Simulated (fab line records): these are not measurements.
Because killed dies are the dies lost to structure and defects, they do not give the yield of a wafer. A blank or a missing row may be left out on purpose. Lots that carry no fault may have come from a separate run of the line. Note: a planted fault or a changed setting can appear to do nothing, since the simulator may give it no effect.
A lot that was struck, set against a sound lot + flow nand-harc + 41 out of 1159 route steps
Sound: wafers L853.1, L853.2, L853.3. Struck: wafer L862.4 (left out: L862.2, L862.3 of the same lot, which were not struck); the cause appears at the end.
For every step that has rows: the tool of each side, followed by ch and its chambers, followed by its first start. Under that, the readings that differ: sound wafers + struck wafers + difference of the means + sigmas: that difference in standard deviations of wafers without a fault.
alike: same words and numbers on both sides, and readings whose means sit less than 2 such deviations apart. not compared: any withheld reading, any reading some wafer has no value for, any bound like >300 that may hide the same value, and any number with overlapping values for which the record gives no deviation.
A row with sigmas, a row that says differs or no value, or rows on one side alone: a step with any of these is where the two part. When numbers do not overlap yet have no deviation, they are printed without sigmas and do not part them. A reading that every wafer of one side lacks parts them only if that side has two wafers or more.

NHARC_P_M1_OVL_MEAS_10: pitch 260 nm.
  sound on overlay-01, day 7 09:53; struck on overlay-01, day 9 23:19
| reading           | sound          | struck | difference | sigmas |
|-------------------|----------------|--------|------------|--------|
| overlay-y-nm (nm) | -1.3 -1.8 -1.6 | 0.2    | +1.8       | +2     |
  alike: overlay-x-nm
NHARC_P_M1_INSPECT_11:
  sound on defect-inspect-01, day 7 09:56; struck on defect-inspect-02, day 9 23:22
| reading          | sound | struck | difference | sigmas |
|------------------|-------|--------|------------|--------|
| raw-defect-count | 2 5 2 | 8      | +5         | +2     |
then, 1 step without rows for these wafers: NHARC_P_M1_DESCUM_14 (chemistry O2, time 3 s).
NHARC_P_M1_ETCH_35: etches the open film in N2/H2, target depth 40 nm, overetch 12 nm, time 43.94 s.
  sound on rie-diel-06 ch 1,2,3, day 7 10:05; struck on rie-diel-07 ch 1, day 9 23:30
| reading                     | sound       | struck | difference | sigmas |
|-----------------------------|-------------|--------|------------|--------|
| drypump-motor-current-A (A) | 5.6 4.8 6.2 | 6.6    | +1.1       | +2     |
| rf-hours-counter-h (h)      | 5.0 5.6 6.8 | 3.5    | -2.3       |        |
  alike: oes-product-au, rf-vpp-V, showerhead-plenum-p-Torr, throttle-valve-pct
NHARC_P_M1_ETCH_15: etches the open film in C4F8/Ar, target depth 182.5 nm, time 91.2 s.
  sound on rie-diel-06 ch 0,2,3; struck on rie-diel-07 ch 1
| reading                | sound       | struck | difference | sigmas |
|------------------------|-------------|--------|------------|--------|
| rf-hours-counter-h (h) | 6.1 5.1 5.6 | 3.5    | -2.1       |        |
  alike: oes-product-au, rf-vpp-V
NHARC_P_M1_CD_MEAS_16:
  sound on cd-sem-02, day 7 10:17; struck on cd-sem-03, day 9 23:43
  alike: cd-nm
then, 3 steps without rows for these wafers: NHARC_P_M1_STRIP_18 (strips in N2/H2); NHARC_P_M1_ETCH_28 (etches the open film in CF4/N2, target depth 30 nm, time 72.99 s); NHARC_P_M1_STRIP_19 (strips in post etch residue remover, time 600 s).
NHARC_P_M1_DEGAS_29: time 60 s.
  sound on pvd-sputter-01, day 7 11:01; struck on pvd-sputter-01, day 10 00:27
  alike: heater-power-w
then, 2 steps without rows for these wafers: NHARC_P_M1_PRE_CLEAN_30 (time 30 s); NHARC_P_M1_PVD_20 (deposits TaN, target thk 5 nm, time 8.06 s).
NHARC_P_M1_PVD_21: deposits Cu, target thk 30 nm, time 20.49 s.
  sound on pvd-sputter-01, day 7 11:14; struck on pvd-sputter-01, day 10 00:59
  alike: throttle-valve-pct
then, 2 steps without rows for these wafers: NHARC_P_M1_ECD_22 (material Cu, target thk 400 nm); NHARC_P_M1_ANNEAL_31 (time 90 s).
NHARC_P_M1_CMP_23: polishes, t overpolish 20 s, target thk 157.82 nm.
  sound on cmp-01 ch 0,1,2, day 7 12:08; struck on cmp-01 ch 1, day 10 01:53
  alike: motor-current-A, time-to-endpoint-s
after that, 1 step had no rows for these wafers: NHARC_P_M1_SRD_25.
NHARC_P_M1_INSPECT_27:
  sound on defect-inspect-02, day 7 12:35; struck on defect-inspect-01, day 10 02:20
  alike: raw-defect-count
then, 1 step without rows for these wafers: NHARC_P_M1_PRE_CLEAN_32 (time 12 s).
NHARC_P_M1_DEP_33: deposits SiCN, target thk 30 nm.
  sound on pecvd-01 ch 0,1,2, day 7 12:44; struck on pecvd-01 ch 1, day 10 02:29
| reading            | sound       | struck | difference | sigmas |
|--------------------|-------------|--------|------------|--------|
| heater-power-w (W) | 635 509 614 | 740    | +154       | +3     |
  not compared: since-wet-clean-h
then, 10 steps without rows for these wafers: NHARC_P_M2_DEP_00 (deposits SiOC, target thk 182.5 nm); NHARC_P_M2_DEHYDRATE_01 (time 120 s); NHARC_P_M2_HMDS_02 (time 30 s); NHARC_P_M2_COAT_34 (time 65 s); NHARC_P_M2_COAT_03 (resist thk 90 nm); NHARC_P_M2_SOFTBAKE_04 (time 55 s); NHARC_P_M2_EBR_05; NHARC_P_M2_EXPOSE_06 (exposes mask P M2, target cd 170 nm); NHARC_P_M2_PEB_07 (peb time 65 s); NHARC_P_M2_DEVELOP_08 (develop time 35 s).
NHARC_P_M2_CD_MEAS_09: target cd 170 nm.
  the record has rows for the sound wafers here (cd-sem-01 ch 0, day 7 13:58) and none for the struck ones
NHARC_P_M2_OVL_MEAS_10: pitch 340 nm.
  rows exist in the record for the sound wafers here (overlay-02, day 7 14:04), none for the struck ones
NHARC_P_M2_INSPECT_11:
  rows exist in the record for the sound wafers here (defect-inspect-02, day 7 14:06), none for the struck ones
then, 3 steps without rows for these wafers: NHARC_P_M2_DESCUM_14 (chemistry O2, time 3 s); NHARC_P_M2_ETCH_35 (etches the open film in N2/H2, target depth 40 nm, overetch 12 nm, time 43.94 s); NHARC_P_M2_ETCH_15 (etches the open film in C4F8/Ar, target depth 182.5 nm, time 91.2 s).
NHARC_P_M2_CD_MEAS_16:
  rows exist in the record for the sound wafers here (cd-sem-01, day 7 14:28), none for the struck ones
then, 3 steps without rows for these wafers: NHARC_P_M2_STRIP_18 (strips in N2/H2); NHARC_P_M2_ETCH_28 (etches the open film in CF4/N2, target depth 30 nm, time 72.99 s); NHARC_P_M2_STRIP_19 (strips in post etch residue remover, time 600 s).
-- the record jumps here: 14 days lie between the struck wafers' starts before and after (it left off in module P_M2 and takes up again in module END, whose first step shown is number 1159 of the route) --
NHARC_END_SORT_01:
  here the record holds rows for the struck wafers (prober-01 ch 0, day 23 20:29) but none for the sound ones

== WHERE THEY PART ==
First at NHARC_P_M1_OVL_MEAS_10; last, within this record, at NHARC_END_SORT_01.

WHY: what had been put in by the simulator
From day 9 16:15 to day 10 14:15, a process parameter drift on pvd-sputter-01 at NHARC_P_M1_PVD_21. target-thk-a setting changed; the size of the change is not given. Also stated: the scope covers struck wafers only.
